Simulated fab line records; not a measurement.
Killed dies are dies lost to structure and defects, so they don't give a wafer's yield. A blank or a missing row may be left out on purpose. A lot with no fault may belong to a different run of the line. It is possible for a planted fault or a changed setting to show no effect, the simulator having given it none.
The tool behind it: which one?	flow n5Finfet	12 lots with 36 wafers sampled at 6 steps, on a route of 1938 steps

WHAT EACH GAUGE READ, for each wafer
N5_GATE_CUT_INSPECT_26: inspects for defects (darkfield).
lot	measured	on	rawDefectCount
L075	day 5 01:22	defectInspect-02	46 21 30
L077	day 5 09:14	defectInspect-01	41 10 45
L079	day 5 23:39	defectInspect-01	51 125 53
L081	day 6 10:22	defectInspect-02	21 39 28
L083	day 6 23:18	defectInspect-02	32 27 19
L086	day 7 16:12	defectInspect-01	76 55 65
L087	day 7 22:55	defectInspect-02	23 32 47
L089	day 8 12:52	defectInspect-01	30 34 29
L091	day 8 22:15	defectInspect-01	42 39 61
L093	day 9 09:01	defectInspect-01	25 22 27
L095	day 9 22:01	defectInspect-01	29 23 34
L097	day 10 14:22	defectInspect-02	44 22 55

WHICH TOOL RAN EACH LOT (tool, then ch and the chambers of the sampled wafers, then the start)
lot	N5_HKMG_FIN_CVD_62	N5_HKMG_FIN_PWFM_ALD_03	N5_GATE_CUT_ETCHBACK_00	N5_GATE_CUT_CUT_ETCH_53	N5_GATE_CUT_VAPOR_ETCH_51
L075	thermalCvdSi-01 ch 1,2, day 4 10:30	aldMetal-01 ch 0,2,3, day 4 11:13	rieMetal-01 ch 0,1, day 4 17:10	rieMetal-02 ch 0,1, day 4 22:02	rieMetal-02 ch 0,1, day 4 22:17
L077	thermalCvdSi-01 ch 0,1,2, day 4 18:29	aldMetal-03 ch 0,1,2, day 4 19:12	rieMetal-03 ch 0,1, day 5 00:25	rieMetal-02 ch 0,1, day 5 06:16	rieMetal-02 ch 0,1, day 5 06:31
L079	thermalCvdSi-01 ch 0,2, day 5 09:26	aldMetal-01 ch 2,3, day 5 10:30	rieMetal-01 ch 0,1, day 5 15:56	rieMetal-01 ch 0,1, day 5 20:40	rieMetal-01 ch 0,1, day 5 20:54
L081	thermalCvdSi-01 ch 0,1,2, day 5 20:47	aldMetal-03 ch 1,2,3, day 5 21:47	rieMetal-03 ch 0,1, day 6 03:07	rieMetal-02 ch 0,1, day 6 07:24	rieMetal-02 ch 0,1, day 6 07:38
L083	thermalCvdSi-01 ch 1,2, day 6 09:44	aldMetal-03 ch 0,1,3, day 6 10:34	rieMetal-03 ch 0,1, day 6 15:58	rieMetal-03 ch 0,1, day 6 20:19	rieMetal-03 ch 0,1, day 6 20:34
L086	thermalCvdSi-01 ch 0,1, day 7 02:32	aldMetal-04 ch 2,3, day 7 03:20	rieMetal-01 ch 0,1, day 7 09:04	rieMetal-02 ch 0,1, day 7 13:15	rieMetal-02 ch 0,1, day 7 13:29
L087	thermalCvdSi-01 ch 0,1,2, day 7 09:28	aldMetal-03 ch 0,2,3, day 7 10:13	rieMetal-03 ch 0,1, day 7 15:44	rieMetal-03 ch 1, day 7 19:56	rieMetal-03 ch 1, day 7 20:11
L089	thermalCvdSi-01 ch 1,2, day 7 21:44	aldMetal-01 ch 0,1,3, day 7 22:27	rieMetal-01 ch 0,1, day 8 03:40	rieMetal-03 ch 0, day 8 08:30	rieMetal-03 ch 0, day 8 08:59
L091	thermalCvdSi-01 ch 1,2, day 8 06:56	aldMetal-04 ch 0,1, day 8 07:39	rieMetal-02 ch 0,1, day 8 13:53	rieMetal-02 ch 0,1, day 8 19:16	rieMetal-02 ch 0,1, day 8 19:31
L093	thermalCvdSi-01 ch 0,2, day 8 19:30	aldMetal-03 ch 0,1,3, day 8 20:14	rieMetal-02 ch 0,1, day 9 01:37	rieMetal-03 ch 0,1, day 9 06:03	rieMetal-03 ch 0,1, day 9 06:17
L095	thermalCvdSi-01 ch 0,1,2, day 9 08:16	aldMetal-01 ch 0,2,3, day 9 09:01	rieMetal-02 ch 0,1, day 9 14:36	rieMetal-01 ch 0,1, day 9 19:04	rieMetal-01 ch 0,1, day 9 19:17
L097	thermalCvdSi-01 ch 0,1,2, day 9 23:40	aldMetal-03 ch 1,2,3, day 10 00:29	rieMetal-03 ch 1, day 10 05:58	rieMetal-02 ch 0,1, day 10 10:37	rieMetal-02 ch 0,1, day 10 10:52
- N5_HKMG_FIN_CVD_62: deposits a-Si from Si2H6, target thk 3 nm, time 20.8 s.
- N5_HKMG_FIN_PWFM_ALD_03: deposits TiN, target thk 2 nm, pulse time 1 s, purge time 3 s.
- N5_GATE_CUT_ETCHBACK_00: etches W in SF6/Cl2.
- N5_GATE_CUT_CUT_ETCH_53: etches W in SF6/Cl2, target depth 79.2 nm.
- N5_GATE_CUT_VAPOR_ETCH_51: etches HfO2 in BCl3/Cl2.

THE ANSWER, worked out from the rows above alone
Rule: usual is defined by the lots themselves. Put in order of their means at a reading, lots are off if they are a third of the lots or fewer, leave a main group of 4 or more, and stand apart from it by a gap of 3 or more times the standard deviation of the main group's means; of several such gaps the widest counts. If all means in a main group match to the digits the tables above print for the reading, that group is not used. A lot without any number at a reading at which 4 lots or more have one is off too. Where the step has rows for the other lots, those lots are counted as sound.
No lot is off at any reading shown: from this, nothing can be told.

WHAT THE SIMULATOR PUT IN
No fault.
